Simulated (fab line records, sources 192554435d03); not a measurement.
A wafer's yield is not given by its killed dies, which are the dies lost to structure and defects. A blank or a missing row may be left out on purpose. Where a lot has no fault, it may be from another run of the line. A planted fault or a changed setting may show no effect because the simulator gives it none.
Which tool is to blame? -- flow n5Finfet -- Sampling: 10 lots, 26 wafers, 5 of 1938 route steps

WHAT THE GAUGES SHOWED, per wafer
N5_BEOL_M4_RC_MEAS_101. Usual: DIBL_N 36.5 mV/V, standard deviation 1.9; DIBL_P 36.4 mV/V, standard deviation 2.2; IOFF_N 0.17 nA/um, standard deviation 0.034; IOFF_P 0.21 nA/um, standard deviation 0.036; ION_N 678 uA/um, standard deviation 12; ION_P 462 uA/um, standard deviation 7.1; SS_N 71.7 mV/dec, standard deviation 0.61; SS_P 73.4 mV/dec, standard deviation 0.71; VT_N 249 mV, standard deviation 3.5; VT_P -251 mV, standard deviation 3.
lot,measured,on,DIBL_N (mV/V),DIBL_P (mV/V),IOFF_N (nA/um),IOFF_P (nA/um),ION_N (uA/um),ION_P (uA/um),SS_N (mV/dec),SS_P (mV/dec),VT_N (mV),VT_P (mV),flag
L701,day 8 17:21,prober-02,37.6 40.3 36.1,37.9 40.5 35.1,0.16 0.23 0.15,0.23 0.27 0.18,671 691 666,455 471 453,71.6 71.8 70.9,73.9 75.4 73.0,248 243 251,-250 -247 -253,
L702,day 9 12:31,prober-02,39.2 39.5,39.0 38.4,0.22 0.22,0.23 0.24,689 677,462 464,72.0 72.4,74.0 73.7,246 245,-252 -252,
L704,day 9 01:02,prober-01,34.2 34.4,34.7 34.6,0.15 0.15,0.20 0.20,675 676,464 471,70.5 70.9,72.9 73.6,249 250,-249 -248,
L705,day 9 17:25,prober-02,38.1 35.4 39.0,38.5 33.8 39.9,0.20 0.14 0.22,0.25 0.18 0.28,687 670 688,464 456 473,71.9 71.4 72.3,73.6 72.7 74.6,246 251 245,-249 -252 -248,
L707,day 10 22:04,prober-02,34.9 35.3 34.3,34.9 33.9 33.7,0.15 0.15 0.14,0.20 0.19 0.19,681 666 667,470 458 469,71.3 71.8 71.0,73.2 72.7 72.7,247 249 250,-250 -248 -253,
L708,day 10 21:35,prober-01,36.3 36.0 35.0,34.0 33.9 32.9,0.13 0.13 0.12,0.17 0.16 0.16,664 671 658,456 453 458,70.8 70.9 71.3,72.6 73.0 72.2,253 252 256,-258 -255 -256,
L714,day 12 18:41,prober-02,39.9 35.5 37.2,40.4 34.8 36.8,0.25 0.16 0.18,0.28 0.19 0.23,707 663 674,470 453 462,72.9 71.0 72.1,75.2 73.6 74.4,245 251 249,-248 -251 -249,
L716,day 13 10:46,prober-02,36.8 39.3,35.1 38.0,0.16 0.19,0.19 0.25,683 680,464 468,71.6 72.0,73.5 74.0,249 248,-251 -248,
L718,day 13 19:34,prober-01,33.3 33.8,34.4 34.5,0.14 0.12,0.16 0.16,686 662,462 455,72.0 71.7,72.5 73.3,250 254,-254 -253,
L719,day 13 10:07,prober-01,36.8 35.3 35.3,38.1 37.1 37.4,0.18 0.16 0.17,0.22 0.19 0.20,676 673 689,468 456 470,71.6 72.2 72.2,73.6 72.8 72.9,248 251 249,-252 -254 -252,

TOOL THAT RAN EACH LOT (tool first, then ch and the chambers of the sampled wafers, then the start)
lot,N5_GATE_CUT_ETCH_37,N5_GATE_CUT_CUT_ETCH_53,N5_GATE_CUT_VAPOR_ETCH_51,N5_GATE_CUT_ALD_22
L701,"rieDiel-06 ch 1,2, day 4 17:59","rieMetal-01 ch 0,1, day 4 18:19","rieMetal-01 ch 0,1, day 4 18:33","aldSin-03 ch 1, day 4 19:03"
L702,"rieDiel-06 ch 0,2, day 5 01:40","rieMetal-01 ch 0,1, day 5 01:59","rieMetal-01 ch 0,1, day 5 02:13","aldSin-02 ch 2,3, day 5 02:26"
L704,"rieDiel-02 ch 2,3, day 5 10:18","rieMetal-03 ch 0,1, day 5 10:38","rieMetal-03 ch 0,1, day 5 10:52","aldSin-02 ch 2,3, day 5 11:04"
L705,"rieDiel-05 ch 0,1,3, day 5 22:25","rieMetal-01 ch 0,1, day 5 22:44","rieMetal-01 ch 0,1, day 5 22:58","aldSin-04 ch 0,1, day 5 23:44"
L707,"rieDiel-06 ch 0,1,3, day 6 07:16","rieMetal-02 ch 1, day 6 07:35","rieMetal-02 ch 1, day 6 07:49","aldSin-04 ch 1,3, day 6 08:01"
L708,"rieDiel-06 ch 0,2,3, day 6 15:07","rieMetal-02 ch 0,1, day 6 15:26","rieMetal-02 ch 0,1, day 6 15:41","aldSin-04 ch 0,2,3, day 6 15:53"
L714,"rieDiel-06 ch 1,3, day 8 01:26","rieMetal-01 ch 0,1, day 8 01:46","rieMetal-01 ch 0,1, day 8 02:00","aldSin-03 ch 0,2, day 8 02:12"
L716,"rieDiel-02 ch 1, day 8 14:01","rieMetal-02 ch 1, day 8 14:21","rieMetal-02 ch 1, day 8 14:35","aldSin-03 ch 2, day 8 14:59"
L718,"rieDiel-02 ch 3, day 8 23:16","rieMetal-02 ch 0, day 8 23:37","rieMetal-02 ch 0, day 8 23:55","aldSin-02 ch 2, day 9 00:07"
L719,"rieDiel-02 ch 0,2,3, day 9 05:59","rieMetal-02 ch 0,1, day 9 06:18","rieMetal-02 ch 0,1, day 9 06:32","aldSin-03 ch 1,2,3, day 9 06:44"
- N5_GATE_CUT_ETCH_37: etches SOC in N2/H2, target depth 60 nm, overetch 12 nm, time 90 s.
- N5_GATE_CUT_CUT_ETCH_53: etches W in SF6/Cl2, target depth 79.2 nm.
- N5_GATE_CUT_VAPOR_ETCH_51: etches HfO2 in BCl3/Cl2.
- N5_GATE_CUT_ALD_22: deposits SiNx, target thk 16 nm, pulse time 1 s, ald cycles 320.

WHAT THE TOOLS THEMSELVES READ (means of the sampled wafers that have a number; where no wafer has one, the mark that the record gives instead)
N5_GATE_CUT_ETCH_37. Usual: biasW 150.0 W, standard deviation 0.45; drypumpMotorCurrentA 5.6 A, standard deviation 0.43; oesProductAu 0.69 a.u., standard deviation 0.065; rfVppV 524.0 V, standard deviation 2.1; showerheadPlenumPTorr 2.55 Torr, standard deviation 0.064; throttleValvePct 17.88 %, standard deviation 0.23.
lot,tool,biasW (W),drypumpMotorCurrentA (A),oesProductAu (a.u.),rfVppV (V),showerheadPlenumPTorr (Torr),throttleValvePct (%),flag
L701,rieDiel-06,149.9,6.2,0.65,524.6,2.58,17.99,
L702,rieDiel-06,150.2,5.5,0.71,523.9,2.56,17.96,
L704,rieDiel-02,150.3,5.8,0.65,523.8,2.53,17.94,
L705,rieDiel-05,150.0,5.3,0.68,523.9,2.53,17.68,
L707,rieDiel-06,150.0,5.8,0.67,522.8,2.55,18.01,
L708,rieDiel-06,149.4,5.5,0.68,524.9,2.58,17.96,
L714,rieDiel-06,149.6,6.3,0.63,523.8,2.56,18.03,
L716,rieDiel-02,149.9,5.6,0.76,521.2,2.49,17.85,
L718,rieDiel-02,150.7,5.6,0.84,522.2,2.51,17.70,
L719,rieDiel-02,150.0,5.6,0.72,523.5,2.55,17.87,

N5_GATE_CUT_CUT_ETCH_53. Usual: biasW 80.01 W, standard deviation 0.22; drypumpMotorCurrentA 5.4 A, standard deviation 0.5; etchRfOnTimeS 25.9 s, standard deviation 0.59; oesProductAu 0.64 a.u., standard deviation 0.08; throttleValvePct 28.68 %, standard deviation 0.23.
lot,tool,biasW (W),drypumpMotorCurrentA (A),etchRfOnTimeS (s),oesProductAu (a.u.),throttleValvePct (%),flag
L701,rieMetal-01,80.04,5.5,25.1,0.72,28.73,
L702,rieMetal-01,79.96,5.2,25.6,0.68,28.68,
L704,rieMetal-03,79.81,5.5,26.7,0.60,28.80,
L705,rieMetal-01,79.89,5.5,25.1,0.71,28.73,
L707,rieMetal-02,79.95,5.5,25.9,0.69,28.55,
L708,rieMetal-02,79.93,5.7,25.8,0.64,28.64,
L714,rieMetal-01,80.05,5.1,25.6,0.63,28.63,
L716,rieMetal-02,79.93,5.5,22.5,0.74,28.56,OFF
L718,rieMetal-02,80.44,5.8,22.4,0.67,28.70,OFF
L719,rieMetal-02,80.03,5.7,23.7,0.67,28.65,OFF

N5_GATE_CUT_VAPOR_ETCH_51. Usual: drypumpMotorCurrentA 5.4 A, standard deviation 0.5; oesProductAu 0.70 a.u., standard deviation 0.086.
lot,tool,drypumpMotorCurrentA (A),oesProductAu (a.u.),flag
L701,rieMetal-01,5.5,0.78,
L702,rieMetal-01,5.3,0.74,
L704,rieMetal-03,5.5,0.68,
L705,rieMetal-01,5.5,0.77,
L707,rieMetal-02,5.5,0.76,
L708,rieMetal-02,5.7,0.70,
L714,rieMetal-01,5.1,0.68,
L716,rieMetal-02,5.5,0.76,
L718,rieMetal-02,5.8,0.67,
L719,rieMetal-02,5.7,0.69,

N5_GATE_CUT_ALD_22. Usual: heaterPowerW 861 W, standard deviation 110; precursorPulseHeightRel 0.999, standard deviation 0.02.
lot,tool,heaterPowerW (W),precursorPulseHeightRel,flag
L701,aldSin-03,757,0.999,
L702,aldSin-02,928,0.991,
L704,aldSin-02,944,0.988,
L705,aldSin-04,875,0.999,
L707,aldSin-04,890,1.000,
L708,aldSin-04,876,1.007,
L714,aldSin-03,918,1.006,
L716,aldSin-03,880,1.008,
L718,aldSin-02,1127,1.008,
L719,aldSin-03,824,1.001,

THE ANSWER, worked out from the rows above alone
Rule: lot off if the mean of its wafers having a number is beyond 3 standard deviations from the usual mean. A lot without any number at a reading at which 4 lots or more have one is off too. All remaining lots with rows at the step are treated as sound. The gauges are gone through in route order, then the tools' own readings, and for those a lot's mean is taken as printed above. At the first step where some lot is off, the reading lying furthest off is the one used; lots without a number count as furthest.
Off, at N5_GATE_CUT_CUT_ETCH_53 on etchRfOnTimeS: L716, L718, L719.
A tool fits if, at that step or a process step before it, it ran every lot that is off, and no sound lot after the first of them. 2 tools fit, rieDiel-02 at N5_GATE_CUT_ETCH_37 and rieMetal-02 at N5_GATE_CUT_CUT_ETCH_53, so this cannot tell which one it is.

WHAT THE SIMULATOR HAD PUT IN
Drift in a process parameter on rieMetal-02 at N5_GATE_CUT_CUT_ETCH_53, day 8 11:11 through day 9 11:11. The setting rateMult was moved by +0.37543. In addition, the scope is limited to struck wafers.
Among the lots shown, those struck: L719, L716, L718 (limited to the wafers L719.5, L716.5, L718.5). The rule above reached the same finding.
